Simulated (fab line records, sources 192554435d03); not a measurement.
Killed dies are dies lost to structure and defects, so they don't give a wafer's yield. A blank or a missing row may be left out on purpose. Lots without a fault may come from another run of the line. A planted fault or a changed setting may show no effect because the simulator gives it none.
Which tool did it? | flow n5_finfet | 24 lots, 72 wafers sampled, at 1 step of a route of 1938

WHAT THE GAUGES READ, wafer by wafer
N5_BEOL_M3_CD_MEAS_28: target cd 25.7 nm, target cd y 23.3 nm.
lot  | measured     | on        | cd_nm (nm)
L074 | day 6 20:57  | cd_sem-01 | 26.01 25.61 25.65
L075 | day 7 05:14  | cd_sem-03 | 26.02 25.75 25.46
L076 | day 7 14:34  | cd_sem-02 | 25.91 25.28 25.27
L077 | day 7 17:49  | cd_sem-02 | 25.66 25.27 25.76
L078 | day 7 21:06  | cd_sem-01 | 25.80 25.95 25.97
L079 | day 7 23:59  | cd_sem-01 | 25.40 25.25 25.04
L080 | day 8 16:10  | cd_sem-01 | 25.21 25.72 25.47
L081 | day 8 22:15  | cd_sem-01 | 25.69 25.74 25.97
L082 | day 9 03:25  | cd_sem-02 | 25.84 25.70 25.48
L083 | day 9 13:26  | cd_sem-02 | 25.90 25.64 25.88
L084 | day 9 15:49  | cd_sem-02 | 25.61 25.73 25.43
L085 | day 9 20:19  | cd_sem-03 | 25.48 25.81 25.88
L086 | day 10 07:01 | cd_sem-03 | 25.97 25.26 25.58
L088 | day 10 09:32 | cd_sem-01 | 25.77 25.87 25.82
L087 | day 10 10:55 | cd_sem-01 | 25.41 25.45 25.85
L089 | day 10 18:05 | cd_sem-03 | 25.85 25.52 26.09
L090 | day 10 18:10 | cd_sem-03 | 25.77 25.79 25.86
L091 | day 11 05:15 | cd_sem-03 | 25.47 25.83 25.65
L092 | day 11 11:46 | cd_sem-01 | 25.82 26.37 25.63
L093 | day 12 04:41 | cd_sem-01 | 25.62 25.55 25.55
L094 | day 12 05:02 | cd_sem-01 | 25.43 25.48 25.43
L095 | day 12 12:02 | cd_sem-02 | 25.57 25.77 25.84
L096 | day 12 17:46 | cd_sem-03 | 25.19 26.05 25.32
L097 | day 13 01:01 | cd_sem-02 | 25.98 25.54 25.50

WHICH TOOL RAN EACH LOT (tool, then ch and the chambers of the sampled wafers, then the start)
The record holds no process step before these readings.

WHAT THE TOOLS THEMSELVES READ (means of the sampled wafers that have a number; where no wafer has one, the mark that the record gives instead)
The record holds no such reading with a usual standard deviation.

THE ANSWER, worked out from the rows above alone
Rule: what is usual is taken from the lots themselves. Put in order of their means at a reading, lots are off if they are a third of the lots or fewer, leave a main group of 4 or more, and stand apart from it by a gap of 3 or more times the standard deviation of the main group's means; of several such gaps the widest counts. A main group whose means are all the same, to the digits that the tables above print for the reading, isn't used. A lot without any number at a reading at which 4 lots or more have one is off too. The other lots that the step has rows for count as sound. The gauges are gone through in route order, then the tools' own readings, and for those a lot's mean is taken as printed above. The first step at which some lot is off is used, and at that step the reading that is off furthest; a lot without a number counts as furthest.
No lot is off at any reading shown: from this, nothing can be told.

WHAT THE SIMULATOR HAD PUT IN
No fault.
